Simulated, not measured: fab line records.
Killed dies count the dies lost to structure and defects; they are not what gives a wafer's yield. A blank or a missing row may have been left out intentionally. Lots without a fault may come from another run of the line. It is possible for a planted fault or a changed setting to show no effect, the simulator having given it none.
fab line records	flow n5_finfet	part 1 of 2: steps 1 to 4 of 6
[record] lots = 21	wafers = 63	last_day = 18
route steps=1938 shown HKMG_FIN@401 GATE_CUT@465
lots that met no fault: taken from a fault-free run of the same line
start_h: start of the lot's first displayed wafer, in hours after the record's first day	wait_h: hours since the lot's step before	" same as the row above	L1.1+2: several wafers, shown together as one row	- no value, or no start given	* or withheld: withheld	< > ~ a bound
route shown NAME@n: NAME is a module with steps in the file, n the number in the route of the first one	usual: mean and standard deviation over wafers with no fault	same: alike in all rows	chamber/n: place in a boat	sites: readings site by site	_std_site: their standard deviation	_edge_site: the outer-site mean with the inner-site mean subtracted	radius_mm: for every site, how far away it sits from the centre of the wafer	mask NAME#n: copy n	behind: the last tool/chamber to shape the wafer	hold: why the lot was held/for how many hours/how that ended	device: transistor that didn't switch, given as n, p or np	end of line: the tests these same wafers got at the end of their route	step lacking rows: just its recipe	killed: at the first sort, the dies lost to defects and structure; wafer yield is something else	map: shows each die of a wafer: x if killed, . if not, _ if none is there
set.NAME: the setting the step ran with; set.NAME@STEP: the setting that earlier step ran with	model.NAME: the simulator's own value behind a step, which no gauge read
steps of the route over a sample of lots; a table a step, a row a wafer
services: a tool's chamber out of use, with start hour (start_h, from the record's first day; less than 0 if before it), hours out, and reason
[[steps]]
[step N5_HKMG_FIN_DESCUM_53]
[recipe] chemistry = O2	time_s = 7.9	source_power_w = 50	bias_power_w = 20	pressure_mtorr = 20	rf_frequency_hz = 2.712e+07	temp_c = 40	resist = CAR-ArF	o2_flow_sccm = 225
[usual] drypump_motor_current_A = 5.6/0.55	oes_product_au = 0.83/0.067	rf_vpp_V = 243.1/1.3	showerhead_plenum_p_Torr = 2.09/0.065	throttle_valve_pct = 20.39/0.25
lot.wafer	tool	chamber	start_h	wait_h	drypump_motor_current_A	oes_product_au	rf_hours_counter_h	rf_vpp_V	showerhead_plenum_p_Torr	throttle_valve_pct
L074.4	rie_diel-02	0	74.16	0.0	5.4	0.76	-	243.9	2.09	20.43
L074.5	"	2	"	"	5.1	0.68	-	241.7	2.05	20.97
L074.6	"	3	"	"	5.4	0.82	-	245.1	2.21	20.53
L075.2	rie_diel-03	3	80.67	0.0	6.0	0.79	101	242.4	2.10	20.09
L075.4	"	0	"	"	5.5	0.87	-	244.8	2.23	19.92
L075.6	"	3	"	"	6.0	0.80	-	243.9	2.10	20.08
L076.2	rie_diel-06	0	84.88	0.1	6.2	0.93	11	242.8	2.04	20.38
L076.3	"	3	"	"	6.6	0.83	62	243.6	2.13	20.58
L076.5	"	0	"	"	6.2	0.93	-	242.4	2.04	20.40
L077.1	rie_diel-03	2	91.68	0.0	5.6	0.97	1	243.8	2.14	19.98
L077.2	"	0	"	"	5.5	0.87	45	245.4	2.23	19.94
L077.5	"	1	"	"	6.1	0.95	-	242.2	2.15	20.14
L078.2	rie_diel-06	2	99.79	0.0	5.4	0.84	70	241.3	2.02	20.30
L078.5	"	0	"	"	6.2	0.91	-	242.9	2.04	20.40
L078.6	"	1	"	"	4.8	0.76	-	242.7	2.04	20.67
L080.2	rie_diel-06	3	115.21	0.6	6.6	0.82	67	243.3	2.13	20.59
L080.5	"	1	"	"	4.8	0.76	-	241.9	2.04	20.69
L080.6	"	2	"	"	5.4	0.84	-	242.2	2.02	20.29
L081.2	rie_diel-03	2	120.72	0.5	5.6	0.91	13	243.6	2.14	19.98
L081.4	"	0	"	"	5.5	0.86	57	245.5	2.22	19.94
L081.5	"	1	"	"	6.1	0.92	-	242.9	2.14	20.14
L082.1	rie_diel-06	1	121.13	0.1	4.9	0.76	142	242.2	2.03	20.69
L082.3	"	2	"	"	5.4	0.84	74	242.9	2.02	20.29
L082.5	"	2	"	"	5.4	0.84	-	241.5	2.02	20.30
L083.1	rie_diel-03	0	128.15	0.3	5.5	0.85	60	246.2	2.22	19.95
L083.3	"	1	"	"	6.1	0.91	29	243.6	2.14	20.17
L083.4	"	3	"	"	6.0	0.78	118	243.3	2.09	20.12
L084.2	rie_diel-06	1	131.77	0.2	4.8	0.76	146	241.8	2.03	20.70
L084.4	"	1	"	"	4.8	0.76	-	242.4	2.03	20.70
L084.6	"	3	"	"	6.6	0.82	-	242.8	2.13	20.59
L085.1	rie_diel-06	1	139.13	0.0	4.9	0.76	150	241.1	2.03	20.72
L085.2	"	2	"	"	5.4	0.82	82	241.8	2.02	20.31
L085.6	"	3	"	"	6.6	0.82	-	242.0	2.13	20.61
L086.3	rie_diel-02	2	145.65	0.4	5.1	0.93	17	242.2	2.05	20.59
L086.4	"	0	"	"	5.4	0.73	145	242.3	2.08	20.47
L086.5	"	1	"	"	5.0	0.88	-	242.4	2.04	20.35
L087.3	rie_diel-02	3	149.06	0.0	5.4	0.79	137	244.1	2.20	20.58
L087.4	"	0	"	"	5.4	0.73	146	243.2	2.08	20.46
L087.5	"	3	"	"	5.4	0.79	-	245.5	2.20	20.58
L088.2	rie_diel-06	0	158.60	0.4	6.2	0.88	32	242.4	2.04	20.42
L088.4	"	2	"	"	5.5	0.82	88	242.1	2.02	20.31
L088.5	"	2	"	"	5.5	0.81	-	241.9	2.02	20.31
L089.2	rie_diel-06	2	168.43	0.0	5.4	0.82	92	241.6	2.02	20.30
L089.3	"	1	"	"	4.9	0.74	161	241.8	2.03	20.72
L089.5	"	3	"	"	6.6	0.80	-	243.1	2.12	20.63
L092.1	rie_diel-03	3	180.22	0.1	6.0	0.76	132	243.3	2.09	20.14
L092.2	"	0	"	"	5.5	0.82	73	245.2	2.22	19.98
L092.3	"	2	"	"	5.6	0.88	30	243.5	2.13	20.01
L091.1	rie_diel-06	2	180.43	0.0	5.4	0.80	95	242.1	2.02	20.32
L091.2	"	1	"	"	4.8	0.73	163	242.6	2.03	20.74
L091.3	"	3	"	"	6.6	0.78	92	243.2	2.12	20.61
L093.2	rie_diel-02	3	187.18	0.4	5.4	0.77	149	245.8	2.20	20.60
L093.3	"	2	"	"	5.1	0.89	31	241.0	2.04	20.61
L093.4	"	0	"	"	5.4	0.73	158	241.9	2.07	20.49
L095.2	rie_diel-02	0	206.95	0.3	5.4	0.71	164	241.0	2.07	20.49
L095.3	"	3	"	"	5.4	0.76	155	245.3	2.19	20.60
L095.4	"	2	"	"	5.1	0.89	37	242.8	2.04	20.62
L097.2	rie_diel-03	0	218.14	0.0	5.4	0.83	84	244.8	2.21	20.00
L097.4	"	1	"	"	6.2	0.88	54	245.1	2.13	20.18
L097.5	"	0	"	"	5.5	0.82	-	243.0	2.21	20.00
L096.1	rie_diel-06	3	221.33	0.0	6.6	0.77	105	243.1	2.12	20.64
L096.2	"	0	"	"	6.2	0.85	50	242.0	2.03	20.44
L096.4	"	1	"	"	4.8	0.72	176	242.3	2.02	20.76
[step N5_HKMG_FIN_ETCH_32]
[recipe] chemistry = N2/H2	target = SOC	target_depth_a = 2400	temp_c = 40	time_s = 300	ion_energy_ev = 200	mask_material = SiARC	pressure_mtorr = 30	source_w = 840	bias_w = 150	n2_flow_sccm = 200	h2_flow_sccm = 200
[usual] drypump_motor_current_A = 5.6/0.5	oes_product_au = 0.83/0.065	rf_vpp_V = 524.3/2	showerhead_plenum_p_Torr = 2.55/0.071	throttle_valve_pct = 17.74/0.26
lot.wafer	tool	chamber	start_h	wait_h	drypump_motor_current_A	oes_product_au	rf_hours_counter_h	rf_vpp_V	showerhead_plenum_p_Torr	throttle_valve_pct
L074.4	rie_diel-06	1	77.99	0.0	4.9	0.78	131	522.0	2.43	17.80
L074.5	"	3	"	"	6.6	0.84	-	524.1	2.59	18.02
L074.6	"	2	"	"	5.4	0.84	-	522.3	2.47	17.60
L075.2	rie_diel-02	3	84.13	0.0	5.4	0.79	112	527.2	2.67	17.75
L075.4	"	0	"	"	5.4	0.74	-	526.6	2.55	17.98
L075.6	"	1	"	"	5.1	0.90	-	523.7	2.50	17.80
L076.2	rie_diel-06	1	88.38	0.0	4.8	0.78	134	521.5	2.43	17.81
L076.3	"	2	"	"	5.4	0.84	67	521.6	2.47	17.62
L076.5	"	1	"	"	4.9	0.77	-	520.8	2.43	17.82
L077.1	rie_diel-02	3	95.12	0.0	5.4	0.78	117	526.9	2.66	17.75
L077.2	"	0	"	"	5.4	0.73	126	523.5	2.55	17.99
L077.5	"	1	"	"	5.0	0.89	-	522.9	2.50	17.81
L078.2	rie_diel-02	1	103.61	0.0	5.1	0.89	13	523.9	2.50	17.83
L078.5	"	2	"	"	5.1	1.02	-	521.7	2.51	18.07
L078.6	"	3	"	"	5.4	0.78	-	526.8	2.66	17.76
L080.2	rie_diel-02	0	118.82	0.0	5.4	0.73	136	525.4	2.55	18.01
L080.5	"	0	"	"	5.4	0.73	-	524.9	2.55	18.00
L080.6	"	3	"	"	5.4	0.78	-	526.0	2.66	17.78
L081.2	rie_diel-06	1	124.17	0.0	4.9	0.77	143	522.7	2.43	17.83
L081.4	"	0	"	"	6.2	0.90	21	523.0	2.49	17.75
L081.5	"	2	"	"	5.4	0.82	-	520.7	2.46	17.61
L082.1	rie_diel-02	2	124.95	0.0	5.1	0.95	10	523.1	2.50	18.07
L082.3	"	3	"	"	5.4	0.79	129	528.3	2.66	17.79
L082.5	"	3	"	"	5.4	0.77	-	526.6	2.66	17.78
L083.1	rie_diel-02	0	131.63	0.0	5.4	0.73	140	524.2	2.55	18.02
L083.3	"	3	"	"	5.4	0.77	132	526.9	2.66	17.78
L083.4	"	2	"	"	5.1	0.95	13	522.6	2.50	18.07
L084.2	rie_diel-02	2	135.10	0.0	5.2	0.94	14	522.2	2.50	18.09
L084.4	"	3	"	"	5.4	0.77	133	527.0	2.66	17.78
L084.6	"	1	"	"	5.0	0.85	-	521.5	2.49	17.85
L085.1	rie_diel-06	0	142.96	0.0	6.3	0.89	27	521.6	2.48	17.76
L085.2	"	2	"	"	5.4	0.81	84	521.2	2.46	17.65
L085.6	"	3	"	"	6.6	0.82	-	524.7	2.58	18.08
L086.3	rie_diel-03	1	149.19	0.0	6.2	0.90	34	525.1	2.60	17.51
L086.4	"	3	"	"	6.0	0.76	125	524.0	2.55	17.70
L086.5	"	2	"	"	5.6	0.87	-	525.1	2.59	17.27
L087.3	rie_diel-02	2	152.52	0.0	5.1	0.93	19	522.7	2.50	18.11
L087.4	"	0	"	"	5.4	0.72	147	524.7	2.54	18.03
L087.5	"	2	"	"	5.1	0.93	-	523.0	2.50	18.09
L088.2	rie_diel-03	3	162.02	0.0	6.0	0.76	129	523.4	2.55	17.70
L088.4	"	2	"	"	5.6	0.87	27	525.2	2.58	17.29
L088.5	"	1	"	"	6.1	0.89	-	524.2	2.59	17.54
L089.2	rie_diel-06	0	171.89	0.0	6.2	0.87	34	521.7	2.48	17.78
L089.3	"	1	"	"	4.8	0.74	161	521.1	2.42	17.86
L089.5	"	3	"	"	6.6	0.80	-	525.4	2.58	18.07
L092.1	rie_diel-03	2	183.87	0.0	5.6	0.87	32	524.6	2.58	17.30
L092.2	"	3	"	"	6.0	0.76	134	523.2	2.54	17.70
L092.3	"	1	"	"	6.2	0.87	43	525.0	2.59	17.54
L091.1	rie_diel-06	3	184.10	0.0	6.6	0.79	94	524.7	2.58	18.08
L091.2	"	0	"	"	6.2	0.86	38	522.3	2.48	17.80
L091.3	"	1	"	"	4.9	0.74	164	521.7	2.42	17.86
L093.2	rie_diel-03	2	190.80	0.0	5.6	0.86	35	526.0	2.58	17.31
L093.3	"	3	"	"	6.0	0.76	136	522.1	2.54	17.73
L093.4	"	1	"	"	6.2	0.87	46	525.3	2.59	17.56
L095.2	rie_diel-03	1	210.54	0.0	6.1	0.86	52	525.7	2.59	17.55
L095.3	"	2	"	"	5.6	0.85	41	525.6	2.58	17.31
L095.4	"	0	"	"	5.5	0.82	82	528.0	2.68	17.27
L097.2	rie_diel-03	3	221.63	0.0	6.0	0.74	147	524.6	2.54	17.73
L097.4	"	2	"	"	5.6	0.84	45	523.4	2.58	17.32
L097.5	"	1	"	"	6.2	0.87	-	525.4	2.59	17.58
L096.1	rie_diel-03	2	224.92	0.0	5.6	0.84	46	525.3	2.58	17.34
L096.2	"	3	"	"	6.0	0.74	148	523.9	2.54	17.74
L096.4	"	0	"	"	5.5	0.82	87	526.4	2.68	17.30
[step N5_GATE_CUT_ETCHBACK_00]
[recipe] chemistry = SF6/Cl2	target = W	pressure_mtorr = 8	icp_w = 900	bias_w = 80	SF6_flow_sccm = 40	Cl2_flow_sccm = 60
[usual] drypump_motor_current_A = 5.7/0.54	oes_product_au = 0.79/0.099	throttle_valve_pct = 27.50/0.25
lot.wafer	tool	chamber	start_h	wait_h	drypump_motor_current_A	oes_product_au	rf_hours_counter_h	throttle_valve_pct
L074.4	rie_metal-03	0	82.49	0.1	4.6	0.82	-	27.51
L074.5	"	1	"	"	6.0	0.71	-	27.09
L074.6	"	0	"	"	4.6	0.82	-	27.52
L075.2	rie_metal-03	0	88.59	0.0	4.6	0.82	28	27.52
L075.4	"	1	"	"	6.0	0.71	-	27.10
L075.6	"	0	"	"	4.6	0.83	-	27.54
L076.2	rie_metal-01	1	93.02	0.0	5.8	0.67	101	27.90
L076.3	"	1	"	"	5.8	0.66	-	27.91
L076.5	"	1	"	"	5.8	0.67	-	27.91
L077.1	rie_metal-02	0	99.59	0.0	6.1	0.77	49	27.64
L077.2	"	0	"	"	6.1	0.77	-	27.64
L077.5	"	0	"	"	6.1	0.77	-	27.64
L078.2	rie_metal-02	0	108.51	0.1	6.1	0.76	-	27.66
L078.5	"	0	"	"	6.1	0.75	-	27.64
L078.6	"	0	"	"	6.1	0.76	-	27.64
L080.2	rie_metal-03	0	123.68	0.0	4.6	0.81	32	27.51
L080.5	"	0	"	"	4.6	0.81	-	27.53
L080.6	"	1	"	"	5.9	0.70	-	27.11
L081.2	rie_metal-02	1	128.66	0.0	5.6	0.98	0	27.62
L081.4	"	0	"	"	6.1	0.76	-	27.66
L081.5	"	1	"	"	5.6	0.99	-	27.62
L082.1	rie_metal-03	0	129.53	0.0	4.6	0.81	32	27.54
L082.3	"	1	"	"	5.9	0.70	-	27.10
L082.5	"	1	"	"	5.9	0.70	-	27.11
L083.1	rie_metal-03	1	135.97	0.0	5.9	0.70	75	27.12
L083.3	"	1	"	"	5.9	0.70	-	27.10
L083.4	"	1	"	"	5.9	0.69	-	27.10
L084.2	rie_metal-01	1	139.44	0.0	5.8	0.66	104	27.92
L084.4	"	1	"	"	5.8	0.65	-	27.91
L084.6	"	0	"	"	6.1	0.95	-	27.33
L085.1	rie_metal-02	1	147.32	0.0	5.6	0.96	2	27.65
L085.2	"	0	"	"	6.1	0.75	55	27.65
L085.6	"	0	"	"	6.1	0.75	-	27.66
L086.3	rie_metal-02	1	153.55	0.1	5.6	0.95	-	27.62
L086.4	"	0	"	"	6.1	0.76	-	27.66
L086.5	"	1	"	"	5.6	0.96	-	27.63
L087.3	rie_metal-02	1	157.06	0.1	5.6	0.96	-	27.60
L087.4	"	0	"	"	6.1	0.76	-	27.67
L087.5	"	1	"	"	5.6	0.96	-	27.63
L088.2	rie_metal-02	1	166.37	0.0	5.6	0.94	4	27.63
L088.4	"	0	"	"	6.1	0.75	-	27.66
L088.5	"	1	"	"	5.6	0.93	-	27.63
L089.2	rie_metal-03	0	176.47	0.0	4.6	0.81	34	27.54
L089.3	"	1	"	"	5.9	0.69	-	27.12
L089.5	"	1	"	"	5.9	0.70	-	27.10
L092.1	rie_metal-03	1	188.20	0.0	5.9	0.70	78	27.11
L092.2	"	0	"	"	4.6	0.80	35	27.53
L092.3	"	0	"	"	4.6	0.80	-	27.56
L091.1	rie_metal-01	0	188.56	0.0	6.2	0.90	9	27.35
L091.2	"	1	"	"	5.8	0.65	109	27.93
L091.3	"	0	"	"	6.2	0.91	-	27.35
L093.2	rie_metal-02	1	195.27	0.0	5.6	0.90	6	27.65
L093.3	"	1	"	"	5.6	0.92	-	27.63
L093.4	"	0	"	"	6.1	0.74	-	27.67
L095.2	rie_metal-02	0	215.07	0.0	6.1	0.75	61	27.65
L095.3	"	1	"	"	5.6	0.91	-	27.63
L095.4	"	0	"	"	6.1	0.75	-	27.67
L097.2	rie_metal-03	0	226.01	0.0	4.6	0.79	39	27.53
L097.4	"	1	"	"	5.9	0.69	-	27.13
L097.5	"	0	"	"	4.6	0.79	-	27.55
L096.1	rie_metal-01	1	229.27	0.0	5.8	0.65	111	27.92
L096.2	"	0	"	"	6.1	0.89	11	27.35
L096.4	"	1	"	"	5.8	0.64	-	27.92
[step N5_GATE_CUT_STRIP_42]
[recipe] chemistry = O2	power_w = 400	temp_c = 40	pressure_mtorr = 30	rf_frequency_hz = 6e+07	bias_power_w = 0	overash_fraction = 0.3	o2_flow_sccm = 225
[usual] drypump_motor_current_A = 5.8/0.36	oes_product_au = 0.76/0.087	rf_vpp_V = 3.6/0.47	showerhead_plenum_p_Torr = 2.12/0.049	throttle_valve_pct = 16.66/0.26
lot.wafer	tool	chamber	start_h	wait_h	drypump_motor_current_A	oes_product_au	rf_hours_counter_h	rf_vpp_V	showerhead_plenum_p_Torr	throttle_valve_pct
L074.4	rie_diel-04	3	86.38	0.0	5.9	0.70	-	3.6	2.15	16.77
L074.5	"	0	"	"	5.6	0.72	-	4.1	2.16	16.77
L074.6	"	1	"	"	6.3	0.71	-	4.1	2.17	16.87
L075.2	rie_diel-05	2	92.62	0.0	5.8	0.73	187	4.0	2.09	16.71
L075.4	"	3	"	"	5.6	0.69	-	4.4	2.10	16.78
L075.6	"	1	"	"	5.2	0.77	-	3.3	2.12	16.43
L076.2	rie_diel-04	1	97.27	0.0	6.3	0.72	201	3.3	2.17	16.85
L076.3	"	3	"	"	5.9	0.71	226	3.8	2.14	16.79
L076.5	"	0	"	"	5.6	0.72	-	3.2	2.16	16.80
L077.1	rie_diel-01	2	103.77	0.0	5.4	0.71	220	3.8	2.08	17.12
L077.2	"	3	"	"	5.7	0.76	120	3.8	2.02	16.50
L077.5	"	2	"	"	5.4	0.71	-	3.0	2.08	17.14
L078.2	rie_diel-04	0	112.95	0.0	5.6	0.71	226	4.4	2.16	16.81
L078.5	"	2	"	"	6.2	0.96	-	3.6	2.07	16.15
L078.6	"	3	"	"	5.9	0.71	-	3.7	2.14	16.80
L080.2	rie_diel-04	3	127.67	0.0	5.9	0.70	235	3.5	2.14	16.82
L080.5	"	3	"	"	5.9	0.71	-	4.6	2.14	16.81
L080.6	"	2	"	"	6.2	0.93	-	3.6	2.07	16.17
L081.2	rie_diel-04	1	132.58	0.0	6.3	0.70	210	3.9	2.16	16.87
L081.4	"	0	"	"	5.6	0.71	231	3.4	2.16	16.80
L081.5	"	2	"	"	6.2	0.92	-	4.9	2.07	16.17
L082.1	rie_diel-01	1	133.60	0.0	5.5	0.74	163	4.3	2.10	16.66
L082.3	"	3	"	"	5.7	0.74	129	3.7	2.02	16.51
L082.5	"	0	"	"	5.3	0.85	-	4.7	2.13	16.54
L083.1	rie_diel-04	2	140.16	0.0	6.2	0.92	14	3.5	2.07	16.15
L083.3	"	0	"	"	5.6	0.71	233	3.6	2.16	16.80
L083.4	"	1	"	"	6.3	0.70	212	4.0	2.16	16.88
L084.2	rie_diel-04	1	143.49	0.0	6.3	0.70	213	3.3	2.16	16.88
L084.4	"	3	"	"	5.9	0.70	238	4.1	2.14	16.83
L084.6	"	1	"	"	6.3	0.70	-	3.8	2.16	16.88
L085.1	rie_diel-04	0	151.52	0.0	5.6	0.71	236	3.8	2.16	16.81
L085.2	"	2	"	"	6.2	0.92	16	3.4	2.07	16.17
L085.6	"	1	"	"	6.3	0.70	-	3.6	2.16	16.88
L086.3	rie_diel-05	2	157.42	0.0	5.8	0.72	209	3.8	2.08	16.73
L086.4	"	1	"	"	5.2	0.75	139	3.3	2.11	16.49
L086.5	"	1	"	"	5.3	0.76	-	3.7	2.11	16.48
L087.3	rie_diel-01	1	161.17	0.0	5.5	0.74	170	3.5	2.09	16.65
L087.4	"	2	"	"	5.4	0.69	237	3.5	2.07	17.15
L087.5	"	1	"	"	5.6	0.74	-	4.1	2.09	16.66
L088.2	rie_diel-04	1	170.40	0.0	6.2	0.69	221	3.9	2.16	16.88
L088.4	"	3	"	"	5.9	0.69	245	3.1	2.14	16.84
L088.5	"	0	"	"	5.7	0.70	-	3.0	2.15	16.81
L089.2	rie_diel-04	0	180.51	0.0	5.6	0.69	244	4.3	2.15	16.81
L089.3	"	2	"	"	6.2	0.89	24	4.2	2.07	16.17
L089.5	"	1	"	"	6.3	0.69	-	4.5	2.16	16.90
L092.1	rie_diel-05	2	192.54	0.0	5.8	0.71	216	4.2	2.08	16.76
L092.2	"	0	"	"	5.4	0.90	25	3.3	2.24	16.56
L092.3	"	1	"	"	5.2	0.75	146	4.1	2.11	16.50
L091.1	rie_diel-04	0	193.39	0.0	5.6	0.69	249	3.3	2.15	16.83
L091.2	"	2	"	"	6.2	0.88	29	2.9	2.07	16.19
L091.3	"	1	"	"	6.3	0.69	228	2.8	2.16	16.91
L093.2	rie_diel-04	0	199.39	0.0	5.6	0.69	251	3.0	2.15	16.85
L093.3	"	2	"	"	6.2	0.87	31	4.1	2.06	16.21
L093.4	"	2	"	"	6.2	0.88	-	4.2	2.06	16.20
L095.2	rie_diel-04	3	219.71	0.0	5.9	0.94	5	3.5	2.13	16.38
L095.3	"	1	"	"	6.3	0.68	238	3.6	2.15	16.94
L095.4	"	2	"	"	6.2	0.86	-	3.3	2.06	16.21
L097.2	rie_diel-01	0	230.03	0.0	5.3	0.81	75	3.9	2.12	16.60
L097.4	"	2	"	"	5.4	0.68	-	3.0	2.06	17.19
L097.5	"	1	"	"	5.5	0.73	-	3.8	2.09	16.70
L096.1	rie_diel-05	3	233.31	0.0	5.6	0.67	227	2.6	2.08	16.85
L096.2	"	2	"	"	5.8	0.70	228	3.8	2.08	16.79
L096.4	"	0	"	"	5.4	0.87	39	3.4	2.23	16.59
